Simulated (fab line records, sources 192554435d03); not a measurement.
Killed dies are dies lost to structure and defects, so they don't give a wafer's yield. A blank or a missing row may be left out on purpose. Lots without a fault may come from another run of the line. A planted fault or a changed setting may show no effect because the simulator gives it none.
Which tool did it? | flow n5_finfet | 24 lots, 72 wafers sampled, at 6 steps of a route of 1938

WHAT THE GAUGES READ, wafer by wafer
N5_FIN_SAQP_CD_MEAS_31: target cd 8 nm. Usual: cd_nm 8.13 nm, standard deviation 0.24.
lot  | measured    | on        | cd_nm (nm)     | flag
L074 | day 2 02:10 | cd_sem-02 | 8.32 8.15 7.98 |
L075 | day 2 13:14 | cd_sem-03 | 8.13 7.80 7.97 |
L076 | day 2 14:11 | cd_sem-02 | 8.30 8.20 8.36 |
L077 | day 2 22:05 | cd_sem-02 | 8.24 7.55 8.25 |
L078 | day 3 03:06 | cd_sem-03 | 8.00 7.82 7.94 |
L079 | day 3 07:21 | cd_sem-01 | 8.41 8.30 8.20 |
L080 | day 3 13:50 | cd_sem-01 | 8.19 8.50 7.82 |
L081 | day 3 19:24 | cd_sem-02 | 7.86 8.10 8.17 |
L082 | day 4 01:00 | cd_sem-03 | 7.65 7.91 7.89 |
L083 | day 4 08:03 | cd_sem-02 | 7.95 8.49 7.84 |
L084 | day 4 13:50 | cd_sem-02 | 8.07 8.49 7.92 |
L085 | day 4 20:11 | cd_sem-01 | 8.16 8.41 7.79 |
L086 | day 5 06:47 | cd_sem-03 | 8.21 7.94 8.02 |
L087 | day 5 10:36 | cd_sem-03 | 7.78 8.31 8.29 |
L088 | day 5 15:10 | cd_sem-03 | 8.02 7.90 8.33 |
L089 | day 5 22:46 | cd_sem-01 | 7.85 8.00 8.61 |
L090 | day 6 01:17 | cd_sem-02 | 8.31 8.24 8.05 |
L091 | day 6 07:34 | cd_sem-01 | 7.80 8.52 8.34 |
L092 | day 6 15:23 | cd_sem-03 | 8.19 8.32 8.41 |
L093 | day 6 19:55 | cd_sem-01 | 8.26 8.21 8.68 |
L094 | day 7 02:20 | cd_sem-03 | 8.56 8.40 8.21 |
L095 | day 7 07:53 | cd_sem-02 | 8.23 7.80 8.07 |
L096 | day 7 13:23 | cd_sem-02 | 8.24 8.26 8.26 |
L097 | day 7 22:39 | cd_sem-01 | 8.17 8.05 7.86 |

N5_STI_FIN_REVEAL_THK_MEAS_05. Usual: thk_nm 130.9 nm, standard deviation 1.2.
lot  | measured    | on            | thk_nm (nm)       | flag
L074 | day 2 09:46 | film_metro-01 | 132.7 133.3 129.4 |
L075 | day 2 21:19 | film_metro-02 | 133.7 130.7 131.3 |
L076 | day 2 22:32 | film_metro-02 | 131.8 129.6 131.8 |
L077 | day 3 06:11 | film_metro-02 | 131.1 130.6 129.6 |
L078 | day 3 10:27 | film_metro-02 | 131.4 132.2 131.3 |
L079 | day 3 15:29 | film_metro-01 | 132.4 129.0 129.9 |
L080 | day 3 21:10 | film_metro-02 | 130.9 131.1 131.2 |
L081 | day 4 02:53 | film_metro-01 | 130.9 129.2 129.9 |
L082 | day 4 08:29 | film_metro-02 | 130.8 129.9 129.4 |
L083 | day 4 16:02 | film_metro-01 | 130.0 130.7 130.8 |
L084 | day 4 21:20 | film_metro-02 | 132.1 132.5 129.9 |
L085 | day 5 03:58 | film_metro-02 | 133.1 129.8 131.8 |
L086 | day 5 14:20 | film_metro-02 | 131.8 129.2 131.4 |
L087 | day 5 18:11 | film_metro-02 | 130.8 131.1 130.6 |
L088 | day 5 22:41 | film_metro-02 | 132.6 131.5 131.3 |
L089 | day 6 06:28 | film_metro-02 | 131.8 132.4 131.7 |
L090 | day 6 09:12 | film_metro-02 | 132.6 132.7 132.8 |
L091 | day 6 15:40 | film_metro-01 | 131.6 132.0 128.9 |
L092 | day 6 23:19 | film_metro-02 | 131.1 130.9 131.2 |
L093 | day 7 03:23 | film_metro-01 | 130.0 130.0 130.3 |
L094 | day 7 10:04 | film_metro-02 | 129.5 130.7 128.3 |
L095 | day 7 15:46 | film_metro-01 | 130.3 131.3 130.0 |
L096 | day 7 20:57 | film_metro-02 | 129.6 131.4 128.4 |
L097 | day 8 06:05 | film_metro-01 | 131.0 130.9 129.7 |

N5_STI_FIN_REVEAL_INSPECT_13: inspects for defects (darkfield). Usual: raw_defect_count 12, standard deviation 5.3.
lot  | measured    | on                | raw_defect_count | flag
L074 | day 2 13:19 | defect_inspect-02 | 11 17 12         |
L075 | day 3 01:01 | defect_inspect-02 | 11 10 7          |
L076 | day 3 01:55 | defect_inspect-02 | 7 9 6            |
L077 | day 3 09:28 | defect_inspect-02 | 16 25 23         |
L078 | day 3 13:44 | defect_inspect-02 | 4 10 6           |
L079 | day 3 18:46 | defect_inspect-02 | 11 16 12         |
L080 | day 4 00:55 | defect_inspect-02 | 5 7 8            |
L081 | day 4 06:15 | defect_inspect-02 | 16 9 14          |
L082 | day 4 12:18 | defect_inspect-01 | 22 11 14         |
L083 | day 4 19:44 | defect_inspect-02 | 11 10 12         |
L084 | day 5 00:42 | defect_inspect-01 | 25 23 9          |
L085 | day 5 08:31 | defect_inspect-02 | 7 6 8            |
L086 | day 5 17:41 | defect_inspect-02 | 18 14 6          |
L087 | day 5 21:28 | defect_inspect-02 | 6 14 12          |
L088 | day 6 02:06 | defect_inspect-02 | 7 10 14          |
L089 | day 6 09:55 | defect_inspect-01 | 9 13 7           |
L090 | day 6 12:50 | defect_inspect-02 | 6 5 6            |
L091 | day 6 18:58 | defect_inspect-01 | 12 17 14         |
L092 | day 7 02:47 | defect_inspect-01 | 8 7 8            |
L093 | day 7 06:45 | defect_inspect-02 | 15 12 18         |
L094 | day 7 13:23 | defect_inspect-01 | 3 11 11          |
L095 | day 7 19:36 | defect_inspect-01 | 18 25 16         |
L096 | day 8 00:16 | defect_inspect-01 | 8 10 9           |
L097 | day 8 09:26 | defect_inspect-02 | 9 7 14           |

WHICH TOOL RAN EACH LOT (tool, then ch and the chambers of the sampled wafers, then the start)
lot  | N5_FIN_SAQP_MANDREL2_REMOVE_60  | N5_FIN_SAQP_ETCH_34               | N5_FIN_SAQP_STRIP_77
L074 | rie_si-04 ch 0,1,2, day 2 02:04 | rie_diel-01 ch 2,3, day 2 02:17   | rie_diel-01 ch 2,3, day 2 02:19
L075 | rie_si-01 ch 0,1, day 2 13:08   | rie_diel-03 ch 0,2,3, day 2 13:22 | rie_diel-03 ch 0,2,3, day 2 13:23
L076 | rie_si-01 ch 2,3, day 2 14:05   | rie_diel-01 ch 0,2, day 2 14:19   | rie_diel-01 ch 0,2, day 2 14:20
L077 | rie_si-04 ch 0,1,2, day 2 21:58 | rie_diel-01 ch 2,3, day 2 22:13   | rie_diel-01 ch 2,3, day 2 22:14
L078 | rie_si-01 ch 1,2,3, day 3 02:59 | rie_diel-05 ch 0,2,3, day 3 03:13 | rie_diel-05 ch 0,2,3, day 3 03:14
L079 | rie_si-06 ch 0,2,3, day 3 07:14 | rie_diel-03 ch 0,1,2, day 3 07:28 | rie_diel-03 ch 0,1,2, day 3 07:29
L080 | rie_si-04 ch 0,2,3, day 3 13:43 | rie_diel-03 ch 1,2,3, day 3 13:57 | rie_diel-03 ch 1,2,3, day 3 13:58
L081 | rie_si-06 ch 0,3, day 3 19:17   | rie_diel-05 ch 0,2,3, day 3 19:39 | rie_diel-05 ch 0,2,3, day 3 19:41
L082 | rie_si-04 ch 0,2,3, day 4 00:53 | rie_diel-01 ch 1,2,3, day 4 01:10 | rie_diel-01 ch 1,2,3, day 4 01:11
L083 | rie_si-06 ch 0,2,3, day 4 07:56 | rie_diel-03 ch 0,2, day 4 08:13   | rie_diel-03 ch 0,2, day 4 08:14
L084 | rie_si-01 ch 0,1,3, day 4 13:44 | rie_diel-01 ch 0,3, day 4 14:06   | rie_diel-01 ch 0,3, day 4 14:07
L085 | rie_si-01 ch 0,1, day 4 20:05   | rie_diel-01 ch 0,1,2, day 4 20:20 | rie_diel-01 ch 0,1,2, day 4 20:21
L086 | rie_si-04 ch 0,2, day 5 06:41   | rie_diel-01 ch 0,1,2, day 5 06:58 | rie_diel-01 ch 0,1,2, day 5 06:59
L087 | rie_si-04 ch 1,3, day 5 10:29   | rie_diel-05 ch 0,1,3, day 5 10:48 | rie_diel-05 ch 0,1,3, day 5 10:49
L088 | rie_si-01 ch 0,3, day 5 15:04   | rie_diel-03 ch 2,3, day 5 15:17   | rie_diel-03 ch 2,3, day 5 15:19
L089 | rie_si-04 ch 1,2,3, day 5 22:40 | rie_diel-03 ch 0,2, day 5 22:58   | rie_diel-03 ch 0,2, day 5 23:00
L090 | rie_si-04 ch 0,1, day 6 01:11   | rie_diel-05 ch 0,1,2, day 6 01:25 | rie_diel-05 ch 0,1,2, day 6 01:26
L091 | rie_si-04 ch 1,2, day 6 07:27   | rie_diel-03 ch 2,3, day 6 07:41   | rie_diel-03 ch 2,3, day 6 07:42
L092 | rie_si-01 ch 0,1,2, day 6 15:16 | rie_diel-05 ch 0,1, day 6 15:30   | rie_diel-05 ch 0,1, day 6 15:31
L093 | rie_si-06 ch 0,1,3, day 6 19:47 | rie_diel-01 ch 0,1,2, day 6 20:02 | rie_diel-01 ch 0,1,2, day 6 20:03
L094 | rie_si-06 ch 2,3, day 7 02:14   | rie_diel-03 ch 0,2,3, day 7 02:31 | rie_diel-03 ch 0,2,3, day 7 02:32
L095 | rie_si-06 ch 1,2,3, day 7 07:47 | rie_diel-03 ch 0,1,2, day 7 08:00 | rie_diel-03 ch 0,1,2, day 7 08:02
L096 | rie_si-04 ch 1,2,3, day 7 13:17 | rie_diel-01 ch 0,2,3, day 7 13:31 | rie_diel-01 ch 0,2,3, day 7 13:32
L097 | rie_si-04 ch 0,1,3, day 7 22:32 | rie_diel-03 ch 0,2,3, day 7 22:46 | rie_diel-03 ch 0,2,3, day 7 22:47
- N5_FIN_SAQP_MANDREL2_REMOVE_60: chemistry HBr/Cl2/O2, target a-Si, stops on SiNx, bt time 10 s.
- N5_FIN_SAQP_ETCH_34: etches SiO2 in C4F6/O2, target depth 45 nm, time 15 s.
- N5_FIN_SAQP_STRIP_77: strips in N2/H2, time 90 s.

WHAT THE TOOLS THEMSELVES READ (means of the sampled wafers that have a number; where no wafer has one, the mark that the record gives instead)
N5_FIN_SAQP_MANDREL2_REMOVE_60. Usual: drypump_motor_current_A 5.9 A, standard deviation 0.33; oes_product_au 1.007 a.u., standard deviation 0.018; throttle_valve_pct 36.69 %, standard deviation 0.29.
lot  | tool      | drypump_motor_current_A (A) | oes_product_au (a.u.) | throttle_valve_pct (%) | flag
L074 | rie_si-04 | 6.0                         | 0.992                 | 36.55                  |
L075 | rie_si-01 | 5.7                         | 1.009                 | 37.01                  |
L076 | rie_si-01 | 5.8                         | 1.021                 | 36.77                  |
L077 | rie_si-04 | 6.0                         | 0.993                 | 36.55                  |
L078 | rie_si-01 | 5.7                         | 1.005                 | 37.00                  |
L079 | rie_si-06 | 5.8                         | 1.006                 | 36.63                  |
L080 | rie_si-04 | 6.2                         | 1.006                 | 36.54                  |
L081 | rie_si-06 | 5.6                         | 1.022                 | 36.73                  |
L082 | rie_si-04 | 6.2                         | 1.017                 | 36.54                  |
L083 | rie_si-06 | 5.8                         | 1.008                 | 36.60                  |
L084 | rie_si-01 | 5.6                         | 0.999                 | 37.04                  |
L085 | rie_si-01 | 5.7                         | 0.999                 | 37.01                  |
L086 | rie_si-04 | 6.0                         | 1.003                 | 36.43                  |
L087 | rie_si-04 | 6.3                         | 1.000                 | 36.83                  |
L088 | rie_si-01 | 5.6                         | 1.016                 | 36.82                  |
L089 | rie_si-04 | 6.2                         | 1.018                 | 36.66                  |
L090 | rie_si-04 | 6.1                         | 0.991                 | 36.59                  |
L091 | rie_si-04 | 6.1                         | 0.991                 | 36.67                  |
L092 | rie_si-01 | 5.8                         | 1.000                 | 36.78                  |
L093 | rie_si-06 | 5.6                         | 1.021                 | 36.60                  |
L094 | rie_si-06 | 5.9                         | 1.003                 | 36.62                  |
L095 | rie_si-06 | 5.8                         | 1.008                 | 36.49                  |
L096 | rie_si-04 | 6.2                         | 1.003                 | 36.67                  |
L097 | rie_si-04 | 6.2                         | 0.997                 | 36.71                  |

N5_FIN_SAQP_ETCH_34. Usual: drypump_motor_current_A 5.6 A, standard deviation 0.52; etch_rf_on_time_s 14.96 s, standard deviation 0.27; oes_product_au 0.69 a.u., standard deviation 0.056; rf_vpp_V 667 V, standard deviation 16; showerhead_plenum_p_Torr 2.90 Torr, standard deviation 0.09; throttle_valve_pct 21.16 %, standard deviation 0.21.
lot  | tool        | drypump_motor_current_A (A) | etch_rf_on_time_s (s) | oes_product_au (a.u.) | rf_vpp_V (V) | showerhead_plenum_p_Torr (Torr) | throttle_valve_pct (%) | flag
L074 | rie_diel-01 | 5.2                         | 14.73                 | 0.66                  | 680          | 2.98                            | 21.10                  |
L075 | rie_diel-03 | 5.8                         | 14.92                 | 0.68                  | 664          | 2.88                            | 21.27                  |
L076 | rie_diel-01 | 5.4                         | 14.92                 | 0.69                  | 676          | 2.94                            | 21.09                  |
L077 | rie_diel-01 | 5.2                         | 14.96                 | 0.65                  | 680          | 2.97                            | 21.11                  |
L078 | rie_diel-05 | 5.5                         | 14.91                 | 0.77                  | 665          | 2.95                            | 21.17                  |
L079 | rie_diel-03 | 5.5                         | 14.80                 | 0.70                  | 672          | 2.92                            | 21.15                  |
L080 | rie_diel-03 | 5.6                         | 15.12                 | 0.67                  | 665          | 2.84                            | 21.31                  |
L081 | rie_diel-05 | 5.5                         | 14.79                 | 0.76                  | 665          | 2.95                            | 21.18                  |
L082 | rie_diel-01 | 5.2                         | 14.80                 | 0.70                  | 676          | 2.95                            | 21.11                  |
L083 | rie_diel-03 | 5.6                         | 15.05                 | 0.69                  | 674          | 2.95                            | 21.12                  |
L084 | rie_diel-01 | 5.7                         | 14.95                 | 0.66                  | 682          | 2.94                            | 20.98                  |
L085 | rie_diel-01 | 5.5                         | 14.96                 | 0.72                  | 675          | 2.92                            | 21.03                  |
L086 | rie_diel-01 | 5.5                         | 15.16                 | 0.71                  | 674          | 2.92                            | 21.03                  |
L087 | rie_diel-05 | 5.5                         | 15.24                 | 0.74                  | 653          | 2.86                            | 21.12                  |
L088 | rie_diel-03 | 5.6                         | 15.42                 | 0.64                  | 670          | 2.84                            | 21.46                  |
L089 | rie_diel-03 | 5.6                         | 15.12                 | 0.66                  | 673          | 2.94                            | 21.16                  |
L090 | rie_diel-05 | 5.8                         | 14.78                 | 0.75                  | 655          | 2.86                            | 21.12                  |
L091 | rie_diel-03 | 6.0                         | 15.18                 | 0.62                  | 655          | 2.79                            | 21.48                  |
L092 | rie_diel-05 | 6.0                         | 15.08                 | 0.72                  | 644          | 2.77                            | 21.18                  |
L093 | rie_diel-01 | 5.5                         | 14.78                 | 0.70                  | 674          | 2.91                            | 21.06                  |
L094 | rie_diel-03 | 5.8                         | 15.20                 | 0.63                  | 664          | 2.86                            | 21.34                  |
L095 | rie_diel-03 | 5.4                         | 14.98                 | 0.67                  | 673          | 2.90                            | 21.20                  |
L096 | rie_diel-01 | 5.5                         | 14.86                 | 0.65                  | 677          | 2.93                            | 21.09                  |
L097 | rie_diel-03 | 5.8                         | 14.92                 | 0.63                  | 663          | 2.85                            | 21.34                  |

N5_FIN_SAQP_STRIP_77. Usual: drypump_motor_current_A 5.6 A, standard deviation 0.52; oes_product_au 0.81 a.u., standard deviation 0.07; rf_vpp_V 45.4 V, standard deviation 0.81; showerhead_plenum_p_Torr 3.43 Torr, standard deviation 0.11; throttle_valve_pct 12.23 %, standard deviation 0.15.
lot  | tool        | drypump_motor_current_A (A) | oes_product_au (a.u.) | rf_vpp_V (V) | showerhead_plenum_p_Torr (Torr) | throttle_valve_pct (%) | flag
L074 | rie_diel-01 | 5.2                         | 0.77                  | 45.6         | 3.51                            | 12.20                  |
L075 | rie_diel-03 | 5.8                         | 0.80                  | 44.8         | 3.41                            | 12.24                  |
L076 | rie_diel-01 | 5.4                         | 0.80                  | 45.7         | 3.49                            | 12.20                  |
L077 | rie_diel-01 | 5.2                         | 0.76                  | 45.7         | 3.51                            | 12.22                  |
L078 | rie_diel-05 | 5.5                         | 0.91                  | 45.5         | 3.49                            | 12.10                  |
L079 | rie_diel-03 | 5.4                         | 0.82                  | 45.5         | 3.46                            | 12.19                  |
L080 | rie_diel-03 | 5.7                         | 0.79                  | 45.4         | 3.36                            | 12.31                  |
L081 | rie_diel-05 | 5.5                         | 0.89                  | 45.1         | 3.49                            | 12.12                  |
L082 | rie_diel-01 | 5.1                         | 0.82                  | 45.9         | 3.49                            | 12.14                  |
L083 | rie_diel-03 | 5.6                         | 0.80                  | 45.8         | 3.51                            | 12.17                  |
L084 | rie_diel-01 | 5.7                         | 0.78                  | 46.3         | 3.49                            | 12.16                  |
L085 | rie_diel-01 | 5.5                         | 0.84                  | 46.2         | 3.46                            | 12.11                  |
L086 | rie_diel-01 | 5.5                         | 0.84                  | 46.4         | 3.46                            | 12.13                  |
L087 | rie_diel-05 | 5.5                         | 0.87                  | 44.9         | 3.39                            | 12.17                  |
L088 | rie_diel-03 | 5.6                         | 0.76                  | 45.1         | 3.34                            | 12.35                  |
L089 | rie_diel-03 | 5.6                         | 0.77                  | 45.5         | 3.49                            | 12.23                  |
L090 | rie_diel-05 | 5.8                         | 0.88                  | 45.1         | 3.40                            | 12.19                  |
L091 | rie_diel-03 | 6.0                         | 0.73                  | 45.0         | 3.28                            | 12.47                  |
L092 | rie_diel-05 | 6.0                         | 0.85                  | 45.3         | 3.29                            | 12.22                  |
L093 | rie_diel-01 | 5.6                         | 0.82                  | 44.9         | 3.45                            | 12.16                  |
L094 | rie_diel-03 | 5.8                         | 0.74                  | 44.4         | 3.38                            | 12.38                  |
L095 | rie_diel-03 | 5.4                         | 0.78                  | 45.2         | 3.45                            | 12.27                  |
L096 | rie_diel-01 | 5.6                         | 0.76                  | 44.8         | 3.46                            | 12.27                  |
L097 | rie_diel-03 | 5.8                         | 0.74                  | 44.1         | 3.38                            | 12.40                  |

THE ANSWER, worked out from the rows above alone
Rule: a lot is off if the mean of its wafers that have a number lies more than 3 standard deviations from the usual mean. A lot without any number at a reading at which 4 lots or more have one is off too. The other lots that the step has rows for count as sound. The gauges are gone through in route order, then the tools' own readings, and for those a lot's mean is taken as printed above. The first step at which some lot is off is used, and at that step the reading that is off furthest; a lot without a number counts as furthest.
No lot is off at any reading shown: from this, nothing can be told.

WHAT THE SIMULATOR HAD PUT IN
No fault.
